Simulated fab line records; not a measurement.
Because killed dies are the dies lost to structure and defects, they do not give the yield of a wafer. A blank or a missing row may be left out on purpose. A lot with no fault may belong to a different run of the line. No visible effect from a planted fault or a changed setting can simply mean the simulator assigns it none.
A lot that was struck, set against a sound lot | flow n5Finfet | 15 out of 1938 route steps
Sound: the wafers L990.2, L990.4, L990.5. Struck: wafers L108.1, L108.6. (L108.5 of the same lot was not struck and is left out.) The cause comes at the end.
At each step with rows: each side's tool, then ch and its chambers, then its first start. Under that, the readings that differ: sound wafers | struck wafers | difference of the means | sigmas: that difference in standard deviations of wafers without a fault.
alike: a reading whose means differ by less than 2 such deviations, as well as words and numbers matching on both sides. not compared: withheld readings; readings where some wafer has no value; bounds like >300 that might hide an equal value; numbers whose values overlap and for which the record gives no deviation.
A row with sigmas, a row that says differs or no value, or rows on one side alone: a step with any of these is where the two part. Numbers that have no deviation but don't overlap get no sigmas and don't part them. Lack of a reading on every wafer of one side parts them only where that side has two or more wafers.

first, 7 steps without rows for these wafers: N5_BEOL_M8_COAT_71 (time 60 s, resist thk 5 nm); N5_BEOL_M8_COAT_22 (resist thk 30 nm); N5_BEOL_M8_EBR_24; N5_BEOL_M8_SOFTBAKE_23 (time 60 s); N5_BEOL_M8_EXPOSE_25 (exposes mask V7, target cd 40 nm); N5_BEOL_M8_PEB_26 (peb time 60 s); N5_BEOL_M8_DEVELOP_27 (develop time 30 s).
N5_BEOL_M8_CD_MEAS_28 targets a cd of 40 nm.
  sound on cdSem-01 ch 0, day 10 15:35; struck on cdSem-01 ch 0, day 15 20:04
  alike: cdNm
N5_BEOL_M8_OVL_MEAS_29:
  sound on overlay-02 ch 0, day 10 15:38; struck on overlay-02 ch 0, day 15 20:06
  alike: V7_OVL
N5_BEOL_M8_INSPECT_30: inspects for defects (brightfield).
  sound on defectInspect-02 at day 10 15:41; struck on defectInspect-02 at day 15 20:10
  alike: rawDefectCount
N5_BEOL_M8_DESCUM_33: chemistry O2, time 7 s.
  sound on rieDiel-05 ch 0,1,2, day 10 15:46; struck on rieDiel-01 ch 1,2, day 15 20:12
  alike: drypumpMotorCurrentA, oesProductAu, rfVppV, showerheadPlenumPTorr, throttleValvePct
  not compared: rfHoursCounterH
N5_BEOL_M8_ETCH_72: etches underlayer in N2/H2, target depth 6.5 nm, time 5.2 s.
  sound on rieDiel-05 ch 0,1,2, day 10 15:48; struck on rieDiel-01 ch 1,2, day 15 20:14
  alike: drypumpMotorCurrentA, etchRfOnTimeS, oesProductAu, rfVppV, showerheadPlenumPTorr, throttleValvePct
  not compared: rfHoursCounterH
N5_BEOL_M8_ETCH_65: etches SiARC in CF4, target depth 15.6 nm, time 26 s.
  sound on rieDiel-05 ch 0,1,2, day 10 15:49; struck on rieDiel-01 ch 1,2, day 15 20:15
reading             | sound          | struck    | difference | sigmas
etchRfOnTimeS (s)   | 26.7 24.6 25.3 | 16.5 16.6 | -9.0       | -13
oesProductAu (a.u.) | 0.68 0.74 0.71 | 0.78 0.89 | +0.12      | +2
  alike: drypumpMotorCurrentA, rfVppV, showerheadPlenumPTorr, throttleValvePct
  not compared: rfHoursCounterH
N5_BEOL_M8_ETCH_66: etches SOC in N2/H2, target depth 80 nm, overetch 16 nm, time 120 s.
  sound on rieDiel-05 ch 0,1,2, day 10 15:51; struck on rieDiel-01 ch 1,2, day 15 20:17
  alike: drypumpMotorCurrentA, oesProductAu, rfVppV, showerheadPlenumPTorr, throttleValvePct
  not compared: rfHoursCounterH
-- the record jumps here: 3 days lie between the struck wafers' starts before and after (it left off in module BEOL_M8 and takes up again in module PASSIVATION, whose first step shown is number 1936 of the route) --
N5_PASSIVATION_PROBE_49:
  sound on prober-01 at day 13 12:26; struck on prober-02 at day 18 20:28
reading       | sound | struck | difference | sigmas
killedAtOther | 4 2 2 | 4 12   | +5         | +2
  alike: defectLimitedYield, killed_at_M0_to_M3, killed_at_M4_up, killedAtContacts, killedAtFrontEnd, killedDies, killedOpen, killedShort, sort_bin_5_function, sort_bin_6_memory, sort_bin_8_speed, sortNPass

== WHERE THEY PART ==
Last at N5_PASSIVATION_PROBE_49 as far as this record goes, first at N5_BEOL_M8_ETCH_65.

WHY: whatever the simulator had introduced
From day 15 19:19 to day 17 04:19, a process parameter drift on rieDiel-01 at N5_BEOL_M8_ETCH_65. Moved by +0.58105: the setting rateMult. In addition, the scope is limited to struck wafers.
